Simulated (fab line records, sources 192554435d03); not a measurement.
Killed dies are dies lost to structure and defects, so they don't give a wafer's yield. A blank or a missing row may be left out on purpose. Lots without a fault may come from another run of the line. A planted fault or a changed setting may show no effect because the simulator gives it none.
A struck lot beside a sound one | flow n5_finfet | 13 steps out of a route of 1938
Sound: wafers L865.1, L865.2, L865.6. Struck: wafers L861.1, L861.4, L861.5. The cause comes at the end.
At each step with rows: each side's tool, then ch and its chambers, then its first start. Under that, the readings that differ: sound wafers | struck wafers | difference of the means | sigmas: that difference in standard deviations of wafers without a fault.
alike: readings whose means differ by less than 2 such deviations, and words and numbers that are the same on both sides. not compared: withheld readings, readings that some wafer has no value for, bounds like >300 that may hide the same value, and numbers for which the record gives no deviation and whose values overlap.
The two part at a step that has a row with sigmas, a row that says differs or no value, or rows on one side only. Numbers that don't overlap but have no deviation are shown without sigmas and don't part them. A reading that every wafer of one side lacks parts them only if that side has two wafers or more.

first, 9 steps without rows for these wafers: N5_HKMG_FIN_DEVELOP_11 (develop time 30 s); N5_HKMG_FIN_DESCUM_17 (chemistry O2, time 7.9 s); N5_HKMG_FIN_ETCH_31 (etches SiARC in CF4, target depth 45.5 nm, time 75.8 s); N5_HKMG_FIN_ETCH_32 (etches SOC in N2/H2, target depth 240 nm, time 300 s); N5_HKMG_FIN_STRIP_33 (strips in N2/H2); N5_HKMG_FIN_STRIP_34 (strips in CF4); N5_HKMG_FIN_ETCH_35 (etches SOC in N2/H2, target depth 215.8 nm, time 243.4 s); N5_HKMG_FIN_STRIP_92 (strips SOC in N2/H2, time 20 s); N5_HKMG_FIN_WET_ETCH_18 (etches TiN in SC1, time 55 s, target depth 5.2 nm, rinse time 30 s).
N5_HKMG_FIN_STRIP_19: strips in N2/H2, time 360 s.
  sound on plasma_asher-02 ch 0,1, day 9 16:14; struck on plasma_asher-01 ch 1, day 8 18:44
  no value came back on the struck wafers for drypump_motor_current_A (A), h2_flow_sccm (sccm), heater_power_w (W); on the sound wafers drypump_motor_current_A (A) reads 6.25 6.43 6.43
  reading                                   | sound | struck         | difference | sigmas
  model.SOC_of_HKMG_FIN_COAT_29.thk_nm (nm) | 0 0 0 | 72.8 69.8 64.8 | +69.1      |
  not compared: rf_hours_counter_h
then, 1 step without rows for these wafers: N5_HKMG_FIN_ALD_91 (deposits TiN, target thk 1 nm, pulse time 1 s, purge time 3 s).
N5_BEOL_M4_RC_MEAS_101:
  the record has rows for the sound wafers here (prober-02 ch 0, day 15 02:02) and none for the struck ones
-- the record jumps here: 9 days lie between the struck wafers' starts before and after (it left off in module BEOL_M4 and takes up again in module PASSIVATION, whose first step shown is number 1936 of the route) --
N5_PASSIVATION_PROBE_49:
  sound on prober-02, day 19 20:31; struck on prober-02, day 18 04:50
  reading                  | sound          | struck         | difference | sigmas
  defect_limited_yield (%) | 93.7 91.3 90.7 | 0 0 0          | -92        | -66
  killed_at_front_end      | 32 35 34       | 1116 1122 1120 | +1086      | +99 or more
  killed_dies              | 74 103 110     | 1180 1180 1180 | +1084      | +64
  killed_on_rim            | 8 14 16        | 152 152 152    | +139       | +40
  sort_bin_5_function (%)  | 3.6 5.2 5.8    | 96.3 97.3 97.4 | +92.1      | +99 or more
  sort_n_pass              | 1106 1077 1070 | 0 0 0          | -1084      | -64
  sort_yield_pct (%)       | 93.7 91.3 90.7 | 0 0 0          | -92        | -66
  alike: killed_at_M0_to_M3, killed_at_M4_up, killed_at_contacts, killed_at_other, killed_open, killed_short, sort_bin_6_memory

WHERE THEY PART
First at N5_HKMG_FIN_STRIP_19; last, within this record, at N5_PASSIVATION_PROBE_49.

WHY: what the simulator had put in
Skipped step whole: plasma_asher-01, from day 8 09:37 on, at N5_HKMG_FIN_STRIP_19. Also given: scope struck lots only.
